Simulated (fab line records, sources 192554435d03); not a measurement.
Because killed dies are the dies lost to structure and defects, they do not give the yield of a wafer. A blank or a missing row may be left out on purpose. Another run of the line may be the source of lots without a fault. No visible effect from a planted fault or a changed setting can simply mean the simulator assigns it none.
fab line records -- flow n5Finfet
[record] lots = 5, wafers = 15, lastDay = 18
route steps=1938 shown DUMMY_GATE@256 SPACER0@258 SD_EPI_N@262 PASSIVATION@1936
lots untouched by any fault: they come from a run of this same line in which no faults occurred
startH: hours from the record's opening day to when the first of the lot's shown wafers began -- waitH: hours from the lot's prior step to this one -- " unchanged from the row above -- L1.1+2: one row covering several wafers at once -- - no value present, or no start provided -- * or withheld: withheld -- < > ~ a bound
route shown NAME@n: names a module that has steps shown in the file, with the first one's number in the route -- usual: average and standard deviation across the fault-free wafers -- same: alike in all rows -- chamber/n: place in a boat -- sites: per-site readings -- _std_site: how widely they spread, as a standard deviation -- _edge_site: outer sites' mean less inner sites' -- radiusMm: for every site, how far away it sits from the centre of the wafer -- mask NAME#n: copy n -- behind: the tool/chamber that last shaped the wafer -- hold: the reason the lot was held/the length of the hold in hours/how it ended -- device: names the non-switching transistor (n, p or np) -- end of line: tests of these same wafers at the route's end -- a step given without rows: its recipe and nothing more -- killed: at the first sort, the dies lost to defects and structure; wafer yield is something else -- map: a wafer's dies, x killed, . not, _ none there
set.NAME: setting as actually run; set.NAME@STEP: the setting as run at that earlier step -- model.NAME: the simulator's own value behind a step, which no gauge read
lots seen at some steps along the route; tables by step, rows by wafer
services: when a tool's chamber went out of use (startH, in hours from the record's first day, below 0 if earlier), for how many hours, and the reason
[[steps]]
[step N5_DUMMY_GATE_UV_OZONE_45]
[recipe] timeS = 120, pressureTorr = 760, tempC = 25
[step N5_DUMMY_GATE_INSPECT_27]
[recipe] inspectInstrument = brightfield, mode = aei
[usual] rawDefectCount = 302/75
lot.wafer,tool,chamber,startH,waitH,rawDefectCount
L267.1,defectInspect-01,-,53.38,0.0,196
L267.2,defectInspect-01,-,53.38,0.0,231
L267.5,defectInspect-01,-,53.38,0.0,315
L268.3,defectInspect-02,-,62.72,0.0,303
L268.4,defectInspect-02,-,62.72,0.0,236
L268.6,defectInspect-02,-,62.72,0.0,296
L274.2,defectInspect-01,-,95.19,0.0,255
L274.3,defectInspect-01,-,95.19,0.0,308
L274.6,defectInspect-01,-,95.19,0.0,309
L282.3,defectInspect-01,-,143.41,0.0,237
L282.4,defectInspect-01,-,143.41,0.0,332
L282.5,defectInspect-01,-,143.41,0.0,274
L287.1,defectInspect-02,-,176.72,0.0,233
L287.2,defectInspect-02,-,176.72,0.0,179
L287.3,defectInspect-02,-,176.72,0.0,250
[step N5_SPACER0_ALD_07]
[recipe] material = SiNx, targetThkA = 20, tempC = 400, aldPrecursorFamily = SiH2I2, aldCoReactant = N2/H2-plasma, pressureTorr = 2
[step N5_SPACER0_ALD_00]
[recipe] material = SiOCN, targetThkA = 35, tempC = 400, aldPrecursorFamily = alkyl-aminosilane, aldCoReactant = O2/N2-plasma, pulseTimeS = 3, purgeTimeS = 2, coReactantPurgeTimeS = 2, aldCycles = 58, pressureTorr = 2
[usual] heaterPowerW = 834/100, precursorPulseHeightRel = 1.001/0.02
lot.wafer,tool,chamber,startH,waitH,heaterPowerW,precursorPulseHeightRel
L267.1,aldSin-01,3,53.58,0.1,1014,1.005
L267.2,aldSin-01,2,53.58,0.1,793,1.018
L267.5,aldSin-01,3,53.58,0.1,1015,0.985
L268.3,aldSin-01,2,62.91,0.1,815,1.005
L268.4,aldSin-01,3,62.91,0.1,994,1.031
L268.6,aldSin-01,2,62.91,0.1,808,1.020
L274.2,aldSin-03,2,95.38,0.1,881,0.970
L274.3,aldSin-03,3,95.38,0.1,964,1.016
L274.6,aldSin-03,1,95.38,0.1,626,0.981
L282.3,aldSin-04,0,143.60,0.1,722,1.004
L282.4,aldSin-04,2,143.60,0.1,874,0.964
L282.5,aldSin-04,0,143.60,0.1,703,0.991
L287.1,aldSin-03,3,176.91,0.1,924,1.012
L287.2,aldSin-03,2,176.91,0.1,930,1.013
L287.3,aldSin-03,1,176.91,0.1,629,1.024
[step N5_SPACER0_ALD_08]
[recipe] material = SiNx, targetThkA = 20, tempC = 400, aldPrecursorFamily = SiH2I2, aldCoReactant = N2/H2-plasma, pressureTorr = 2
[usual] heaterPowerW = 832/100
lot.wafer,tool,chamber,startH,waitH,heaterPowerW
L267.1,aldSin-01,3,53.84,0.1,988
L267.2,aldSin-01,2,53.84,0.1,823
L267.5,aldSin-01,3,53.84,0.1,1009
L268.3,aldSin-01,2,63.16,0.1,803
L268.4,aldSin-01,3,63.16,0.1,1021
L268.6,aldSin-01,2,63.16,0.1,792
L274.2,aldSin-03,2,95.64,0.1,896
L274.3,aldSin-03,3,95.64,0.1,912
L274.6,aldSin-03,1,95.64,0.1,630
L282.3,aldSin-04,0,143.86,0.1,710
L282.4,aldSin-04,2,143.86,0.1,872
L282.5,aldSin-04,0,143.86,0.1,704
L287.1,aldSin-03,3,177.17,0.1,929
L287.2,aldSin-03,2,177.17,0.1,911
L287.3,aldSin-03,1,177.17,0.1,624
[step N5_SPACER0_INSPECT_04]
[recipe] inspectInstrument = darkfield, mode = postDep
[usual] rawDefectCount = 137/32
lot.wafer,tool,chamber,startH,waitH,rawDefectCount
L267.1,defectInspect-02,-,54.00,0.1,95
L267.2,defectInspect-02,-,54.00,0.1,139
L267.5,defectInspect-02,-,54.00,0.1,148
L268.3,defectInspect-01,-,63.32,0.1,127
L268.4,defectInspect-01,-,63.32,0.1,109
L268.6,defectInspect-01,-,63.32,0.1,155
L274.2,defectInspect-01,-,95.80,0.1,111
L274.3,defectInspect-01,-,95.80,0.1,141
L274.6,defectInspect-01,-,95.80,0.1,163
L282.3,defectInspect-01,-,145.48,1.6,118
L282.4,defectInspect-01,-,145.48,1.6,195
L282.5,defectInspect-01,-,145.48,1.6,121
L287.1,defectInspect-01,-,177.33,0.1,113
L287.2,defectInspect-01,-,177.33,0.1,88
L287.3,defectInspect-01,-,177.33,0.1,126
[step N5_SD_EPI_N_COAT_32]
[recipe] resist = SOC, tempC = 250, timeS = 60, spinRpm = 1500, resistThkNm = 350
[step N5_SD_EPI_N_COAT_33]
[recipe] resist = SiARC, tempC = 220, timeS = 60, spinRpm = 1500, resistThkNm = 35
[step N5_SD_EPI_N_COAT_03]
[recipe] resist = CAR-ArF-block, spinRpm = 1500, resistThkNm = 150
[step N5_SD_EPI_N_EBR_05]
[recipe] solvent = PGMEA, ebrWidthMm = 1.5
[step N5_SD_EPI_N_SOFTBAKE_04]
[recipe] tempC = 110, timeS = 60, resist = CAR-ArF-block
[step N5_SD_EPI_N_EXPOSE_06]
[recipe] maskId = SD_N_BLK, na = 1.35, sourceShape = conventional, sigmaOuter = 0.8, polarization = unpolarized, targetCdNm = 120, doseMj = 39.75
[step N5_SD_EPI_N_PEB_07]
[recipe] pebTempC = 110, pebTimeS = 60, resist = CAR-ArF-block
[usual] chillPlateTempC = 23.00/0.1, heaterPowerTotalW = 175.1/1.7
lot.wafer,tool,chamber,startH,waitH,chillPlateTempC,heaterPowerTotalW
L267.1,lithoTrack-02,0,54.33,0.1,23.02,175.7
L267.2,lithoTrack-02,0,54.33,0.1,23.02,173.0
L267.5,lithoTrack-02,0,54.33,0.1,22.98,174.6
L268.3,lithoTrack-05,0,63.53,0.0,22.95,175.1
L268.4,lithoTrack-05,0,63.53,0.0,22.94,173.6
L268.6,lithoTrack-05,0,63.53,0.0,22.92,177.3
L274.2,lithoTrack-02,0,96.13,0.0,22.95,174.2
L274.3,lithoTrack-02,0,96.13,0.0,22.88,174.0
L274.6,lithoTrack-02,0,96.13,0.0,23.07,173.6
L282.3,lithoTrack-03,0,145.81,0.0,23.05,175.6
L282.4,lithoTrack-03,0,145.81,0.0,23.15,173.1
L282.5,lithoTrack-03,0,145.81,0.0,23.03,177.6
L287.1,lithoTrack-03,0,177.66,0.1,23.04,177.6
L287.2,lithoTrack-03,0,177.66,0.1,22.90,173.9
L287.3,lithoTrack-03,0,177.66,0.1,22.92,172.9
[step N5_SD_EPI_N_DEVELOP_08]
[recipe] developTimeS = 30, developer = TMAH, resist = CAR-ArF-block, devTempC = 23, rinseLiquid = diw, dry = airSpin
[step N5_SD_EPI_N_CD_MEAS_09]
[recipe] targetCdNm = 120, landingEnergyEv = 500, detector = seInlens
[usual] cdNm = 120.0/0.81
lot.wafer,tool,chamber,startH,waitH,cdNm
L267.1,cdSem-02,0,54.40,-,119.7
L267.2,cdSem-02,0,54.40,-,118.8
L267.5,cdSem-02,0,54.40,-,119.7
L268.3,cdSem-02,0,63.60,-,119.9
L268.4,cdSem-02,0,63.60,-,120.2
L268.6,cdSem-02,0,63.60,-,120.0
L274.2,cdSem-02,0,96.20,-,122.7
L274.3,cdSem-02,0,96.20,-,122.2
L274.6,cdSem-02,0,96.20,-,119.6
L282.3,cdSem-03,0,145.88,-,120.2
L282.4,cdSem-03,0,145.88,-,119.5
L282.5,cdSem-03,0,145.88,-,120.8
L287.1,cdSem-03,0,177.72,-,120.0
L287.2,cdSem-03,0,177.72,-,119.9
L287.3,cdSem-03,0,177.72,-,121.4
[step N5_SD_EPI_N_OVL_MEAS_10]
[recipe] pointsPerWafer = 44
[usual] SD_N_BLK_OVL = -0.2/0.75
lot.wafer,tool,chamber,startH,waitH,SD_N_BLK_OVL[nm]
L267.1,overlay-01,0,54.43,0.0,-0.3
L267.2,overlay-01,0,54.43,0.0,-0.1
L267.5,overlay-01,0,54.43,0.0,0.7
L268.3,overlay-01,0,63.63,0.0,-1.2
L268.4,overlay-01,0,63.63,0.0,-0.1
L268.6,overlay-01,0,63.63,0.0,0.7
L274.2,overlay-01,0,96.23,0.0,-0.1
L274.3,overlay-01,0,96.23,0.0,-1.2
L274.6,overlay-01,0,96.23,0.0,-0.9
L282.3,overlay-01,0,145.91,0.0,0.3
L282.4,overlay-01,0,145.91,0.0,0.2
L282.5,overlay-01,0,145.91,0.0,-0.5
L287.1,overlay-02,0,177.76,0.0,-1.0
L287.2,overlay-02,0,177.76,0.0,-1.1
L287.3,overlay-02,0,177.76,0.0,0.5
[step N5_SD_EPI_N_INSPECT_11]
[recipe] mode = adi, inspectInstrument = macro
[usual] rawDefectCount = 2.2/1.5
lot.wafer,tool,chamber,startH,waitH,rawDefectCount
L267.1,defectInspect-01,-,54.45,0.0,4
L267.2,defectInspect-01,-,54.45,0.0,2
L267.5,defectInspect-01,-,54.45,0.0,1
L268.3,defectInspect-02,-,63.65,0.0,2
L268.4,defectInspect-02,-,63.65,0.0,1
L268.6,defectInspect-02,-,63.65,0.0,2
L274.2,defectInspect-01,-,96.25,0.0,2
L274.3,defectInspect-01,-,96.25,0.0,2
L274.6,defectInspect-01,-,96.25,0.0,1
L282.3,defectInspect-02,-,145.94,0.0,2
L282.4,defectInspect-02,-,145.94,0.0,2
L282.5,defectInspect-02,-,145.94,0.0,2
L287.1,defectInspect-01,-,177.78,0.0,1
L287.2,defectInspect-01,-,177.78,0.0,3
L287.3,defectInspect-01,-,177.78,0.0,4
[step N5_SD_EPI_N_DESCUM_14]
[recipe] chemistry = O2, timeS = 7.9, sourcePowerW = 50, biasPowerW = 20, pressureMtorr = 20, rfFrequencyHz = 2.712e+07, tempC = 40, resist = CAR-ArF-block, o2FlowSccm = 225
[usual] chamberPressureMTorr = 20.001/0.018, drypumpMotorCurrentA = 5.7/0.44, oesProductAu = 0.78/0.1, rfVppV = 242.8/0.98, showerheadPlenumPTorr = 2.07/0.057, throttleValvePct = 20.5/0.33
lot.wafer,tool,chamber,startH,waitH,chamberPressureMTorr,drypumpMotorCurrentA,oesProductAu,rfHoursCounterH,rfVppV,showerheadPlenumPTorr,throttleValvePct,model.SD_EPI_N.cdNm
L267.1,rieDiel-06,3,54.48,0.0,19.994,6.0,0.70,185,242.9,2.11,20.9,119.4
L267.2,rieDiel-06,0,54.48,0.0,19.971,5.8,0.83,74,242.5,2.01,19.9,118.8
L267.5,rieDiel-06,3,54.48,0.0,19.995,6.0,0.71,-,242.6,2.11,20.9,119.4
L268.3,rieDiel-01,3,63.68,0.0,20.003,6.1,0.89,32,241.9,2.05,20.0,119.8
L268.4,rieDiel-01,2,63.68,0.0,20.013,5.8,0.66,247,242.0,2.08,20.9,120.4
L268.6,rieDiel-01,3,63.68,0.0,19.941,6.1,0.90,-,243.2,2.05,20.0,119.8
L274.2,rieDiel-03,2,96.28,0.0,19.992,5.9,0.71,227,242.0,1.99,20.7,122.6
L274.3,rieDiel-03,3,96.28,0.0,19.972,5.8,0.83,72,242.4,2.14,20.6,122.4
L274.6,rieDiel-03,2,96.28,0.0,19.990,5.9,0.71,-,242.2,1.99,20.7,119.4
L282.3,rieDiel-03,0,146.51,0.6,19.995,5.2,0.72,180,242.2,1.99,20.3,120.4
L282.4,rieDiel-03,3,146.51,0.6,20.024,5.8,0.81,91,243.4,2.13,20.6,119.2
L282.5,rieDiel-03,3,146.51,0.6,19.998,5.8,0.81,-,241.6,2.13,20.6,120.6
L287.1,rieDiel-03,1,178.01,0.2,19.984,5.9,0.93,23,243.8,2.16,20.1,119.8
L287.2,rieDiel-03,3,178.01,0.2,20.013,5.8,0.79,106,242.4,2.13,20.7,119.2
L287.3,rieDiel-03,0,178.01,0.2,19.996,5.2,0.72,195,241.9,1.98,20.3,120.8
[step N5_SD_EPI_N_ETCH_34]
[recipe] chemistry = CF4, target = SiARC, targetDepthA = 455, maskMaterial = CAR-ArF-block, timeS = 75.8, ionEnergyEv = 80, pressureMtorr = 40, sourceW = 545, biasW = 36, Ar_flow_sccm = 100, cf4FlowSccm = 100, ends = cleared
[step N5_SD_EPI_N_ETCH_35]
[recipe] chemistry = N2/H2, target = SOC, overetchA = 1080, maskMaterial = SiARC, tempC = 40, ionEnergyEv = 100, sourceW = 3000, biasW = 133, pressureMtorr = 20, timeS = 486, n2FlowSccm = 200, h2FlowSccm = 200
[usual] chamberPressureMTorr = 20.002/0.018, drypumpMotorCurrentA = 5.7/0.44, oesProductAu = 0.69/0.084, rfVppV = 240.3/1.1, showerheadPlenumPTorr = 2.51/0.061, throttleValvePct = 23.8/0.34
lot.wafer,tool,chamber,startH,waitH,chamberPressureMTorr,drypumpMotorCurrentA,oesProductAu,rfHoursCounterH,rfVppV,showerheadPlenumPTorr,throttleValvePct
L267.1,rieDiel-06,3,54.58,0.0,19.979,6.0,0.62,185,241.3,2.52,24.1
L267.2,rieDiel-06,0,54.58,0.0,20.018,5.8,0.74,75,238.7,2.45,23.3
L267.5,rieDiel-06,3,54.58,0.0,19.998,6.0,0.64,-,240.3,2.52,24.1
L268.3,rieDiel-01,3,63.77,0.0,20.004,6.1,0.79,32,240.3,2.48,23.3
L268.4,rieDiel-01,2,63.77,0.0,20.013,5.8,0.60,247,239.2,2.48,23.9
L268.6,rieDiel-01,3,63.77,0.0,19.993,6.1,0.80,-,239.6,2.48,23.4
L274.2,rieDiel-03,2,96.38,0.0,19.999,5.9,0.64,227,240.6,2.40,24.0
L274.3,rieDiel-03,3,96.38,0.0,19.993,5.8,0.73,72,240.6,2.58,24.1
L274.6,rieDiel-03,2,96.38,0.0,19.981,5.8,0.65,-,237.9,2.40,23.9
L282.3,rieDiel-03,0,146.60,0.0,20.036,5.2,0.65,181,239.6,2.44,24.1
L282.4,rieDiel-03,3,146.60,0.0,20.014,5.8,0.71,91,241.0,2.57,24.0
L282.5,rieDiel-03,3,146.60,0.0,19.996,5.8,0.72,-,241.4,2.57,24.1
L287.1,rieDiel-03,1,178.10,0.0,19.995,5.9,0.82,23,241.1,2.59,23.2
L287.2,rieDiel-03,3,178.10,0.0,19.984,5.8,0.71,106,241.3,2.57,24.1
L287.3,rieDiel-03,0,178.10,0.0,20.014,5.2,0.63,195,237.7,2.43,24.1
[step N5_SD_EPI_N_STRIP_36]
[recipe] chemistry = N2/H2, tempC = 40, n2FlowSccm = 200, h2FlowSccm = 200, rfFrequencyHz = 6e+07
[step N5_SD_EPI_N_ETCHBACK_44]
[recipe] chemistry = CH3F/O2, mode = anisotropicEtchback, target = SiNx, targetDepthA = 145, stopOn = SiO2, overEtchFrac = 0.3, ionEnergyEv = 120, pressureMtorr = 30, sourceW = 395, biasW = 73, Ar_flow_sccm = 150, CH3F_flow_sccm = 30, O2_flow_sccm = 20
[usual] chamberPressureMTorr = 30.00/0.032, drypumpMotorCurrentA = 5.7/0.44, oesProductAu = 0.66/0.08, rfVppV = 298/5.8, showerheadPlenumPTorr = 1.98/0.043, throttleValvePct = 16.38/0.29
[same] overEtchFrac = 0.3
lot.wafer,tool,chamber,startH,waitH,chamberPressureMTorr,drypumpMotorCurrentA,oesProductAu,rfHoursCounterH,rfVppV,showerheadPlenumPTorr,throttleValvePct
L267.1,rieDiel-06,3,54.90,0.0,29.95,6.0,0.60,186,296,1.99,16.63
L267.2,rieDiel-06,0,54.90,0.0,30.01,5.8,0.70,75,292,1.95,16.03
L267.5,rieDiel-06,3,54.90,0.0,29.98,6.0,0.60,-,296,1.99,16.60
L268.3,rieDiel-01,3,64.10,0.0,30.01,6.1,0.76,33,296,1.96,15.88
L268.4,rieDiel-01,2,64.10,0.0,29.99,5.8,0.58,247,297,1.97,16.69
L268.6,rieDiel-01,3,64.10,0.0,30.01,6.1,0.76,-,296,1.96,15.87
L274.2,rieDiel-03,2,96.70,0.0,30.01,5.8,0.61,227,300,1.91,16.71
L274.3,rieDiel-03,3,96.70,0.0,30.03,5.8,0.70,72,285,2.03,16.43
L274.6,rieDiel-03,2,96.70,0.0,29.99,5.8,0.62,-,299,1.91,16.72
L282.3,rieDiel-03,0,146.92,0.0,29.97,5.2,0.62,181,301,1.91,16.35
L282.4,rieDiel-03,3,146.92,0.0,29.94,5.8,0.68,91,286,2.03,16.48
L282.5,rieDiel-03,3,146.92,0.0,30.03,5.8,0.68,-,285,2.03,16.48
L287.1,rieDiel-03,1,178.42,0.0,29.98,5.9,0.78,23,299,2.03,15.81
L287.2,rieDiel-03,3,178.42,0.0,30.01,5.8,0.67,106,284,2.02,16.51
L287.3,rieDiel-03,0,178.42,0.0,30.02,5.2,0.61,196,301,1.91,16.36
[step N5_SD_EPI_N_ETCH_45]
[recipe] chemistry = CH3F/O2, target = SiOCN, targetDepthA = 60, maskMaterial = SOC, ionEnergyEv = 60, biasW = 29, pressureMtorr = 15, sourceW = 410, Ar_flow_sccm = 150, CH3F_flow_sccm = 30, O2_flow_sccm = 20
[step N5_SD_EPI_N_ETCH_16]
[recipe] chemistry = CHF3/O2, target = SiO2, targetDepthA = 50, maskMaterial = SOC, pressureMtorr = 30, sourceW = 650, biasW = 170, Ar_flow_sccm = 200, CHF3_flow_sccm = 50, O2_flow_sccm = 5, ionEnergyEv = 200
[usual] chamberPressureMTorr = 29.998/0.025, drypumpMotorCurrentA = 5.7/0.44, oesProductAu = 0.78/0.1, rfVppV = 525/9.9, showerheadPlenumPTorr = 2.39/0.049, throttleValvePct = 18.93/0.29
lot.wafer,tool,chamber,startH,waitH,chamberPressureMTorr,drypumpMotorCurrentA,oesProductAu,rfHoursCounterH,rfVppV,showerheadPlenumPTorr,throttleValvePct
L267.1,rieDiel-06,3,55.10,0.1,30.039,6.0,0.70,186,522,2.40,19.18
L267.2,rieDiel-06,0,55.10,0.1,29.998,5.8,0.83,75,519,2.35,18.59
L267.5,rieDiel-06,3,55.10,0.1,29.990,6.0,0.71,-,522,2.40,19.17
L268.3,rieDiel-01,3,64.30,0.1,29.979,6.1,0.90,33,518,2.36,18.41
L268.4,rieDiel-01,2,64.30,0.1,29.978,5.8,0.66,247,525,2.37,19.21
L268.6,rieDiel-01,3,64.30,0.1,29.981,6.1,0.90,-,518,2.36,18.43
L274.2,rieDiel-03,2,96.90,0.1,29.983,5.8,0.71,227,530,2.31,19.24
L274.3,rieDiel-03,3,96.90,0.1,29.961,5.8,0.81,72,504,2.44,18.99
L274.6,rieDiel-03,2,96.90,0.1,29.976,5.8,0.71,-,529,2.31,19.24
L282.3,rieDiel-03,0,147.12,0.1,29.991,5.2,0.73,181,532,2.31,18.91
L282.4,rieDiel-03,3,147.12,0.1,30.033,5.8,0.79,91,502,2.43,19.01
L282.5,rieDiel-03,3,147.12,0.1,30.005,5.8,0.79,-,502,2.43,19.02
L287.1,rieDiel-03,1,178.62,0.1,29.960,5.9,0.92,23,528,2.44,18.37
L287.2,rieDiel-03,3,178.62,0.1,29.993,5.8,0.78,106,501,2.43,19.05
L287.3,rieDiel-03,0,178.62,0.1,29.986,5.2,0.72,196,531,2.31,18.94
[step N5_SD_EPI_N_STRIP_47]
[recipe] chemistry = CHF3/O2, resist = SiARC, rfFrequencyHz = 6e+07
[step N5_SD_EPI_N_SD_RECESS_17]
[recipe] chemistry = HBr/Cl2/O2, targetDepthA = 410, maskMaterial = SOC, timeS = 23.7, btTimeS = 3, pressureMtorr = 10, icpW = 800, biasW = 112, HBr_flow_sccm = 150, Cl2_flow_sccm = 80, O2_flow_sccm = 12
[usual] HBr_flow_sccm = 150.1/0.47, chamberPressureMTorr = 9.999/0.0091, drypumpMotorCurrentA = 5.6/0.46, oesProductAu = 1.004/0.018, throttleValvePct = 37.3/0.4
lot.wafer,tool,chamber,startH,waitH,HBr_flow_sccm,chamberPressureMTorr,drypumpMotorCurrentA,oesProductAu,rfHoursCounterH,throttleValvePct,model.SD_EPI_N.cdNm
L267.1,rieSi-05,3,55.17,0.0,149.6,10.011,5.4,0.976,42,38.0,118.6
L267.2,rieSi-05,2,55.17,0.0,150.1,10.008,6.6,1.013,27,37.7,120.2
L267.5,rieSi-05,0,55.17,0.0,150.1,10.011,6.0,1.014,-,36.8,119.2
L268.3,rieSi-05,3,64.37,0.0,150.5,10.005,5.4,0.965,42,38.0,120.2
L268.4,rieSi-05,2,64.37,0.0,149.6,10.002,6.6,1.002,28,37.6,119.6
L268.6,rieSi-05,0,64.37,0.0,149.5,9.989,6.0,1.015,-,36.7,120.8
L274.2,rieSi-05,1,96.97,0.0,149.8,9.992,5.8,1.011,96,37.2,123
L274.3,rieSi-05,3,96.97,0.0,150.9,9.991,5.4,0.971,43,38.0,121.6
L274.6,rieSi-05,1,96.97,0.0,150.2,9.992,5.8,1.013,-,37.2,120
L282.3,rieSi-05,0,147.19,0.0,149.4,10.015,6.0,1.007,64,36.8,120.2
L282.4,rieSi-05,3,147.19,0.0,150.1,9.983,5.4,0.975,44,38.0,118.2
L282.5,rieSi-05,0,147.19,0.0,149.5,9.987,6.0,1.001,-,36.8,119.6
L287.1,rieSi-04,0,178.69,0.0,149.5,9.998,5.0,0.996,5,36.9,119.8
L287.2,rieSi-04,2,178.69,0.0,149.8,10.012,5.0,1.029,144,37.5,120.2
L287.3,rieSi-04,1,178.69,0.0,150.2,9.992,5.2,1.019,56,37.0,123
[step N5_SD_EPI_N_STRIP_38]
[recipe] chemistry = N2/H2, powerW = 1000, tempC = 250, h2Frac = 0.65, overashFraction = 0.3, pressureMtorr = withheld, n2FlowSccm = 1750, h2FlowSccm = 3250
[step N5_PASSIVATION_PROBE_49]
[usual] killed_at_M0_to_M3 = 35/11, killed_at_M4_up = 14/5.4, killedAtContacts = 13/6, killedAtFrontEnd = 38/11, killedAtOther = 3.4/2.6, killedDies = 104/19, killedOpen = 68/13, killedShort = 34/8.5
[same] grossDies = 1180, killedAtBackSide = 0
lot.wafer,tool,chamber,startH,waitH,killed_at_M0_to_M3,killed_at_M4_up,killedAtContacts,killedAtFrontEnd,killedAtOther,killedDies,killedOpen,killedShort
L274.2,prober-01,-,331.54,0.1,38,21,33,44,1,137,96,28
// killed by level:class
L274.2 MOL_CONTACT_COAG:geometricParticle:open=26 BEOL_M2:geometricParticle:open=16 HKMG_FIN:areaEtch=12 FIN_SAQP:geometricParticle:open=10 MOL_CONTACT_COAG:geometricParticle:short=7 BEOL_M3:geometricParticle:open=6 STI_FIN_REVEAL:geometricParticle:open=5 BEOL_M1:geometricParticle:open=5
[[services]]
tool,chamber,startH,hours,kind
rieDiel-01,-,36.51,0.7,repair
aldSin-01,1,45.54,2.6,repair
aldSin-01,1,52.24,11.0,repair
aldSin-04,-,57.27,6.0,pm
rieDiel-01,2,75.48,-,clean
rieDiel-06,0,76.12,3.5,repair
aldSin-04,-,77.28,0.6,repair
aldSin-01,-,89.32,6.1,pm
rieSi-05,2,91.24,4.4,repair
rieDiel-03,1,104.01,-,clean
rieDiel-03,1,104.01,-,consumableReplace:focusRing
rieDiel-03,1,104.01,17.7,scheduledDown
rieDiel-03,1,104.01,17.7,ventCycle
aldSin-01,3,111.29,1.9,repair
rieDiel-06,2,127.22,13.3,repair
rieDiel-01,3,129.40,7.0,repair
rieDiel-06,1,153.08,4.2,repair
rieDiel-03,2,157.10,-,clean
rieDiel-03,2,157.10,-,consumableReplace:esc
rieDiel-03,2,157.10,-,consumableReplace:focusRing
rieDiel-03,2,157.10,-,consumableReplace:showerhead
rieDiel-03,2,157.10,28.5,scheduledDown
rieDiel-03,2,157.10,28.5,ventCycle
aldSin-04,-,176.75,14.0,pm
[[key]]
[firstSign] step = N5_SD_EPI_N_CD_MEAS_09, reading = cdNm, direction = up, sigmas = 3, usual = 120.0, struck = 122.4
effect none on later readings
[modelEffect] step = N5_SD_EPI_N_DESCUM_14, value = SD_EPI_N.cdNm, without = 120.4, struck = 122.5
[modelEffect] step = N5_SD_EPI_N_SD_RECESS_17, value = SD_EPI_N.cdNm, without = 120.2, struck = 122.3
metAt N5_SD_EPI_N_PEB_07
struckWafers L274.2,L274.3
testerLeftOut L274
[baselineLoss] step = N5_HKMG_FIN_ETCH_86, wafers = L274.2
onsetBetween 54.33 96.13
[fault] kind = processParameterDrift, tool = lithoTrack-02, chamber = -, onsetH = 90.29, steps = N5_SD_EPI_N_PEB_07, channel = pebTimeS, offset = *, shape = step, endH = 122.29, scope = struckWafersOnly, actsIn = *, stated = *
// testerLeftOut: of these lots the tester's yield and bins aren't shown, on N5 and GAA mostly nor the transistor test; their killed dies are dies lost to structure and defects alone, not to doping, threshold or leakage, so they don't give the yield
// baselineLoss: these wafers lose ten dies or more at that step, a loss of the line's own and not of a fault; the sort's usual values leave them out
